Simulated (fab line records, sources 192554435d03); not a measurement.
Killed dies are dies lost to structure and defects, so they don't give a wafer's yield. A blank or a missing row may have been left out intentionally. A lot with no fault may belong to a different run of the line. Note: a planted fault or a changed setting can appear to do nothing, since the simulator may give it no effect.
8D (eight disciplines) problem report, filled in by code || flow n5-finfet || the parts of the form that need people (team, actions taken, sign-off) are left out

1. WHAT WENT WRONG
trench-depth-nm at N5_BEOL_M3_OCD_MEAS_38 reads a mean of 76.1 nm on 1 wafer of 1 lot; wafers without a fault read 55.3 nm with a standard deviation of 0.85. That is +24 standard deviations from the usual mean.
First seen on wafer L356.5, day 10 12:43, on ocd-01. At this step, 25 wafers from 9 lots have a number in the record. Rule for "out", or "out of limits": more than 4 standard deviations from the usual mean. The other wafers with a number count as sound.

2. WHAT IT IS, WHAT IT ISN'T
{"question": "which readings at this step", "is": "trench-depth-nm", "is not": "-"}
{"question": "which lots", "is": "L356", "is not": "L346, L348, L350, L361, L362, L363, L364, L366"}
{"question": "which wafers of those lots", "is": "L356.5", "is not": "L356.3"}
{"question": "read on which gauges", "is": "ocd-01", "is not": "ocd-02"}
{"question": "when", "is": "from day 10 12:43", "is not": "up to then (10 sound wafers); but 14 sound wafers of L361, L362, L363, L364, L366 came after"}

3. WHAT RULES OUT EACH SUSPECT
Counting: any tool at a process step up to the reading remains a suspect provided it ran every lot that is out. Sound lots after the first of them don't rule it out here, since some wafers of a struck lot are sound.
- the gauge at N5_BEOL_M3_OCD_MEAS_38: kept. All the wafers that are out were read on ocd-01, and no step on other tools shows them out.
- rie-diel-06 at N5_BEOL_M3_STRIP_19 (strips in O2): kept. It ran the lot that is out, L356 (day 10 10:35).
- rie-diel-04 at N5_BEOL_M3_ETCH_77 (etches underlayer in N2/H2, target depth 6.5 nm, time 5.2 s): kept. L356, the lot that is out, went through it at day 10 11:07; up to then, the latest sound lot through it was L348 at day 8 03:58.
- rie-diel-06 at N5_BEOL_M3_TRENCH_ETCH_37 (etches SiOC in C4F6/O2, target depth 55.555 nm, time 29.2 s): kept. L356, the lot that is out, went through it at day 10 12:34; up to then, the latest sound lot through it was L350 at day 8 15:55.
- The sound lot-mates ran in chamber 2 of rie-diel-06 at N5_BEOL_M3_STRIP_19, but the wafers that are out ran in chamber 3.
- The sound lot-mates ran in chamber 2 of rie-diel-04 at N5_BEOL_M3_ETCH_77, but the wafers that are out ran in chamber 0.
- The sound lot-mates ran in chamber 3 of rie-diel-06 at N5_BEOL_M3_TRENCH_ETCH_37, but the wafers that are out ran in chamber 2.
Left after counting: rie-diel-06 at N5_BEOL_M3_STRIP_19, rie-diel-04 at N5_BEOL_M3_ETCH_77, rie-diel-06 at N5_BEOL_M3_TRENCH_ETCH_37, ocd-01 at N5_BEOL_M3_OCD_MEAS_38.

4. THE CAUSE (what the simulator had put in)
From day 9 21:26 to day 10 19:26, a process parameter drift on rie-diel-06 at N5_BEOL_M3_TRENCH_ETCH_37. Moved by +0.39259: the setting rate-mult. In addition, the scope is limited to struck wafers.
After counting, 4 suspects remain, this tool included.

5. THE EFFECT CHAIN, in route order
Each row: a reading where the mean over the struck wafers with a number is more than 3 standard deviations away from the usual. Readings are gone through only where the record gives a usual standard deviation; hours: the median, over the lots, of the time from a lot's start at the first step in this table giving one to that lot's start at this step; sigmas: the change measured in usual standard deviations.
{"hours": 0, "step": "N5_BEOL_M3_OCD_MEAS_38", "reading": "trench-depth-nm", "usual": "55.3 nm", "on struck wafers": 76.1, "change": "+20.8", "sigmas": "+24"}
At these later measuring or inspecting steps, every struck wafer for which the step has a row has a number for every such reading, and none has moved that far: N5_BEOL_M4_RC_MEAS_101.

6. WHAT WOULD HAVE CAUGHT IT SOONER
The first out-of-limits reading at a measuring or inspecting step in this record came at day 10 12:43, 15 hours after the fault's start at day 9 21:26.
Tool readings at N5_BEOL_M3_TRENCH_ETCH_37 with a usual standard deviation given in the record: none out on any struck wafer, hence no alarm at a limit of 4 standard deviations on them.
Each of the lots that are out, 1 in all, had begun N5_BEOL_M3_TRENCH_ETCH_37 on rie-diel-06 no later than day 10 12:43. Had the tool been put on hold then, not one of them would have been saved.
